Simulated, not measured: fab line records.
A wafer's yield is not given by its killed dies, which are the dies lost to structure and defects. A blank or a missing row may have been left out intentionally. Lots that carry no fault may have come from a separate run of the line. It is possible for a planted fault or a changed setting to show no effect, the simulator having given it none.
Chamber matching	flow nand harc	NHARC_P_GATE_DESCUM_13 on rie diel-07 has 4 sister chambers
The step chemistry O2, time 3 s. 4 wafers are shown with their chamber, then 10 later ones without.

## WAFERS WITH THEIR CHAMBER
wafer	chamber	rf vpp V (V)
L075.5	0	57.1
L082.4	2	58.3
L088.1	1	56.5
L088.3	3	57.7

## WAFERS WITH NO CHAMBER GIVEN
wafer	rf vpp V (V)
L088.6	59.1
L089.1	58.7
L089.4	58.6
L089.5	57.1
L094.1	57.1
L094.2	57.4
L094.5	58.9
L097.2	57.3
L097.3	59.2
L097.6	58.8

## CHAMBER TAKEN BY EACH
wafer	from the rows above	in truth
L088.6	can't be placed: 2 or 3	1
L089.1	can't be placed: 2 or 3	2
L089.4	can't be placed: 2 or 3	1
L089.5	can't be placed: 0 or 1 or 3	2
L094.1	can't be placed: 0 or 1 or 3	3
L094.2	can't be placed: 0 or 3 or 1 or 2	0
L094.5	can't be placed: 2 or 3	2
L097.2	can't be placed: 0 or 3 or 1 or 2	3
L097.3	can't be placed: 2 or 3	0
L097.6	can't be placed: 2 or 3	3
Placed correctly: 0 of 10. Cannot be placed on the basis of these rows: 10; the candidates contain the true chamber in 6. Wrongly placed: 0.
How it was worked out, from the rows above alone: a wafer's distance from a chamber is the root of the sum, over the readings, of the square of ((its reading less the chamber's mean) divided by the reading's scatter). If the next closest chamber is less than 2 further off than the closest, the wafer can't be placed; otherwise it belongs to the closest. The mean given for a chamber averages the wafers shown for that chamber. The scatter (one wafer shown for each chamber): square how far every hidden wafer sits from the nearest shown wafer, average those squares and take the square root.
